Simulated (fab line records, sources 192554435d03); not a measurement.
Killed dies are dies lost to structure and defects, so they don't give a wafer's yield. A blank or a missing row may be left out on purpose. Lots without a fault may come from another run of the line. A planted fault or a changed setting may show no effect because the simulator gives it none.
Chamber matching | flow n5_finfet | N5_FIN_SAQP_PECVD_48 on pecvd-01: 3 sister chambers
The step deposits SiNx from SiH4/NH3/N2, target thk 25 nm, time 22.1 s. 6 wafers are shown with their chamber, then 8 later ones without.

WAFERS WITH THEIR CHAMBER
wafer  | chamber | showerhead_plenum_p_Torr (Torr) | throttle_valve_pct (%)
L074.6 | 2       | 5.20                            | 38.2
L078.6 | 2       | 5.21                            | 38.4
L079.6 | 0       | 5.06                            | 40.7
L080.4 | 0       | 5.06                            | 40.7
L080.5 | 1       | 5.20                            | 39.9
L084.2 | 1       | 5.21                            | 39.7

WAFERS WITHOUT THEIR CHAMBER
wafer  | showerhead_plenum_p_Torr (Torr) | throttle_valve_pct (%)
L084.4 | 5.21                            | 38.5
L084.6 | 5.06                            | 40.5
L085.3 | 5.05                            | 40.8
L085.4 | 5.20                            | 39.8
L085.5 | 5.20                            | 38.6
L086.3 | 5.06                            | 40.6
L086.4 | 5.19                            | 39.9
L086.6 | 5.22                            | 38.6

WHICH CHAMBER EACH WENT THROUGH
wafer  | from the rows above | in truth
L084.4 | 2                   | 2
L084.6 | 0                   | 0
L085.3 | 0                   | 0
L085.4 | 1                   | 1
L085.5 | 2                   | 2
L086.3 | 0                   | 0
L086.4 | 1                   | 1
L086.6 | 2                   | 2
Placed correctly: 8 of 8. Can't be placed from these rows: 0. Placed wrongly: 0.
How it was worked out, from the rows above alone: a wafer's distance from a chamber is the root of the sum, over the readings, of the square of ((its reading less the chamber's mean) divided by the reading's scatter). The wafer belongs to the nearest chamber; if the next one is less than 2 further off, it can't be placed. A chamber's mean is the mean of its shown wafers. The scatter: the root of (the sum of the squares of (reading less its chamber's mean) over the shown wafers, divided by (wafers less chambers)).
